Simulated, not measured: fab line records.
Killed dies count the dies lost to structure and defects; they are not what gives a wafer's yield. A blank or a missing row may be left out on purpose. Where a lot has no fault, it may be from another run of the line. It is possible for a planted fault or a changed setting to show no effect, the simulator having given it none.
Matching of chambers	flow n5-finfet	N5_ZERO_LAYER_PECVD_02 on pecvd-02 has 3 sister chambers
The step deposits SiO2 from SiH4/N2O, target thk 10 nm, time 6 s. 6 wafers are shown with their chamber, then 9 later ones without.

== EACH WAFER AND ITS CHAMBER ==
wafer	chamber	showerhead-plenum-p-Torr (Torr)	heater-power-w (W)
L078.3	0	8.29	920
L080.1	0	8.28	766
L085.3	2	8.28	929
L086.2	1	8.04	836
L086.3	2	8.27	917
L086.5	1	8.03	852

== WAFERS WHOSE CHAMBER IS MISSING ==
wafer	showerhead-plenum-p-Torr (Torr)	heater-power-w (W)
L090.2	8.29	899
L090.5	8.31	915
L090.6	8.29	900
L094.1	8.05	855
L094.2	8.30	858
L094.6	8.30	962
L096.2	8.30	875
L096.4	8.27	932
L096.5	8.04	818

== EACH ONE'S CHAMBER ==
wafer	from the rows above	in truth
L090.2	can't be placed: 0 or 2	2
L090.5	can't be placed: 0 or 2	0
L090.6	can't be placed: 0 or 2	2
L094.1	1	1
L094.2	can't be placed: 0 or 2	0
L094.6	can't be placed: 0 or 2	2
L096.2	can't be placed: 0 or 2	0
L096.4	can't be placed: 2 or 0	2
L096.5	1	1
Correct placement for 2 of the 9. These rows do not allow placing 7 (true chamber among the candidates in 7). Wrongly placed: 0.
How it was worked out, from the rows above alone: a wafer's distance from a chamber is the root of the sum, over the readings, of the square of ((its reading less the chamber's mean) divided by the reading's scatter). If the next closest chamber is less than 2 further off than the closest, the wafer can't be placed; otherwise it belongs to the closest. The mean given for a chamber averages the wafers shown for that chamber. The scatter is the square root of a quotient: the sum, over the shown wafers, of each reading's squared deviation from its chamber's mean, divided by wafers minus chambers.
